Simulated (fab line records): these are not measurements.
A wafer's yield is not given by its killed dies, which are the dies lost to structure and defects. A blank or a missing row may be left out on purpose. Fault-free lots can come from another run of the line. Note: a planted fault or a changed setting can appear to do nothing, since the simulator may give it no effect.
Struck lot and sound lot, side by side -- flow n5-finfet -- 37 out of 1938 route steps
Sound: these wafers, L100.1, L100.3, L100.6. Struck: wafers L101.2, L101.4, L101.6. The cause comes at the end.
Per side, at each step with rows, come the tool, then ch with its chambers, and then its first start. Under that, the readings that differ: sound wafers -- struck wafers -- difference of the means -- sigmas: that difference in standard deviations of wafers without a fault.
alike: readings with means less than 2 such deviations apart, plus words and numbers identical on both sides. not compared: withheld readings, readings lacking a value on some wafer, bounds such as >300 that could conceal the same value, and numbers that have no deviation in the record and whose values overlap.
The two part at a step that has a row with sigmas, a row that says differs or no value, or rows on one side only. Numbers that have no deviation but don't overlap get no sigmas and don't part them. Lack of a reading on every wafer of one side parts them only where that side has two or more wafers.

N5_BEOL_M2_ANNEAL_51: time 90 s.
  sound on rtp-anneal-02 ch 0, day 7 15:17; struck on rtp-anneal-01 ch 0, day 7 23:19
  alike: wafer_temp_C_max
then, 1 step without rows for these wafers: N5_BEOL_M2_CMP_52 (polishes, stops on SiOC, t overpolish 6.8 s, target thk 40 nm).
N5_BEOL_M2_THK_MEAS_53: measures by xrf.
  sound on film-metro-02 at day 7 15:53; struck on film-metro-02 at day 7 23:52
  alike: M2_THK
N5_BEOL_M2_PRE_CLEAN_60: time 15 s.
  sound on cvd-co-02 ch 0,1,2, day 7 15:55; struck on cvd-co-01 ch 0,1,2, day 7 23:54
  alike: heater-power-w
then, 2 steps without rows for these wafers: N5_BEOL_M2_CO_CAP_55 (material Co, precursor CCTBA/H2, target thk 2 nm, time 102.1 s); N5_BEOL_M2_PRE_CLEAN_56 (time 15 s).
N5_BEOL_M2_DEP_57: deposits SiCN from 3MS/NH3, target thk 8 nm, time 14 s.
  sound on pecvd-02 ch 1,2, day 7 16:04; struck on pecvd-04 ch 0,1,2, day 8 00:03
  alike: chamber-pressure-Torr, rf-fwd-power-W, showerhead-plenum-p-Torr, throttle-valve-pct
N5_BEOL_M2_RS_MEAS_58: measurement is done with a four-point probe.
  sound on film-metro-01 at day 7 16:08; struck on film-metro-01 at day 8 00:07
  alike: M2_RS
N5_BEOL_M2_INSPECT_59: inspects for defects (darkfield).
  sound on defect-inspect-02 at day 7 16:10; struck on defect-inspect-02 at day 8 00:09
  alike: raw-defect-count
then, 1 step without rows for these wafers: N5_BEOL_M3_ILD_DEP_00 (deposits SiOC from DEMS/O2, target thk 79 nm, time 15.3 s).
N5_BEOL_M3_THK_MEAS_01:
  sound on film-metro-02 at day 7 16:16; struck on film-metro-01 at day 8 00:15
  alike: M3_ILD_THK
N5_BEOL_M3_PECVD_72: deposits SiO2 from TEOS/O2, target thk 16 nm, time 18 s.
  sound on pecvd-01 ch 0,1,2, day 7 16:19; struck on pecvd-04 ch 0,1,2, day 8 00:17
  alike: heater-power-w, showerhead-plenum-p-Torr, throttle-valve-pct
N5_BEOL_M3_HM_DEP_02: deposits TiN, target thk 20 nm.
  sound on pvd-sputter-03 at day 7 17:39; struck on pvd-sputter-01 at day 8 00:38
  no value came back on the struck wafers for chamber-pressure-pa (Pa), substrate-temp-c (C), throttle-valve-pct (%); on the sound wafers chamber-pressure-pa (Pa) reads 0.4999 0.4995 0.4992
then, 9 steps without rows for these wafers: N5_BEOL_M3_COAT_61 (time 60 s, resist thk 60 nm); N5_BEOL_M3_COAT_62 (time 60 s, resist thk 12 nm); N5_BEOL_M3_COAT_73 (time 60 s, resist thk 5 nm); N5_BEOL_M3_COAT_05 (resist thk 30 nm); N5_BEOL_M3_EBR_07; N5_BEOL_M3_SOFTBAKE_06 (time 60 s); N5_BEOL_M3_EXPOSE_08 (exposes mask M3); N5_BEOL_M3_PEB_09 (peb time 60 s); N5_BEOL_M3_DEVELOP_10 (develop time 30 s).
N5_BEOL_M3_CD_MEAS_11: the cd target is 17.05 nm.
  sound on cd-sem-01 ch 0, day 7 18:10; struck on cd-sem-03 ch 0, day 8 01:09
  alike: cd-nm
N5_BEOL_M3_OVL_MEAS_12:
  sound on overlay-02 ch 0, day 7 18:12; struck on overlay-01 ch 0, day 8 01:11
reading,sound,struck,difference,sigmas
M3_OVL (nm),-0.2 -0.3 -0.6,1.2 0.6 0.8,+1.2,+2
N5_BEOL_M3_INSPECT_13: inspects for defects (brightfield).
  sound on defect-inspect-01 at day 7 18:16; struck on defect-inspect-01 at day 8 01:14
reading,sound,struck,difference,sigmas
raw-defect-count,378 570 447,216 157 136,-295,-3
then, 2 steps without rows for these wafers: N5_BEOL_M3_DESCUM_16 (chemistry O2, time 7 s); N5_BEOL_M3_ETCH_74 (etches underlayer in N2/H2, target depth 6.5 nm, time 5.2 s).
N5_BEOL_M3_ETCH_63: etches SiARC in CF4, target depth 15.6 nm, time 26 s.
  sound on rie-diel-01 ch 0,2,3, day 7 18:21; struck on rie-diel-05 ch 0,3, day 8 01:53
  alike: bias-w, drypump-motor-current-A, etch-rf-on-time-s, oes-product-au, rf-vpp-V, showerhead-plenum-p-Torr, throttle-valve-pct
  not compared: rf-hours-counter-h
then, 4 steps without rows for these wafers: N5_BEOL_M3_ETCH_64 (etches SOC in N2/H2, target depth 75 nm, overetch 15 nm, time 112.5 s); N5_BEOL_M3_STRIP_65 (strips in N2/H2); N5_BEOL_M3_STRIP_75 (strips in N2/H2); N5_BEOL_M3_STRIP_66 (strips in CF4).
N5_BEOL_M3_HM_OPEN_17: chemistry Cl2/BCl3, target TiN, target depth 20 nm, overetch 6 nm.
  sound on rie-metal-02 ch 0,1, day 7 18:33; struck on rie-metal-03 ch 0,1, day 8 02:05
reading,sound,struck,difference,sigmas
oes-product-au (a.u.),0.69 0.77 0.77,0.22 0.22 0.33,-0.49,-5
throttle-valve-pct (%),21.66 22.03 22.00,22.96 22.95 22.79,+1.00,+4
model.etch.depth-nm (nm),20.12 20.24 20.21,0 0 0,-20,
  alike: bias-w, drypump-motor-current-A
  not compared: rf-hours-counter-h
then, 1 step without rows for these wafers: N5_BEOL_M3_STRIP_19 (strips in O2).
N5_BEOL_M3_CD_MEAS_18: pitch 36 nm, target cd 18 nm.
  sound on cd-sem-02 at day 7 18:44; struck on cd-sem-01 at day 8 02:16
reading,sound,struck,difference,sigmas
cd-nm (nm),18.1 18.0 17.6,- - -,no value on the struck wafers,
then, 1 step without rows for these wafers: N5_BEOL_M3_COAT_67 (time 60 s, resist thk 60 nm).
N5_BEOL_M4_RC_MEAS_101:
  the record has rows for the sound wafers here (prober-01 ch 0, day 8 14:51) and none for the struck ones

== WHERE THEY PART ==
First at N5_BEOL_M3_HM_DEP_02; last, within this record, at N5_BEOL_M4_RC_MEAS_101.

WHY: the cause the simulator had injected
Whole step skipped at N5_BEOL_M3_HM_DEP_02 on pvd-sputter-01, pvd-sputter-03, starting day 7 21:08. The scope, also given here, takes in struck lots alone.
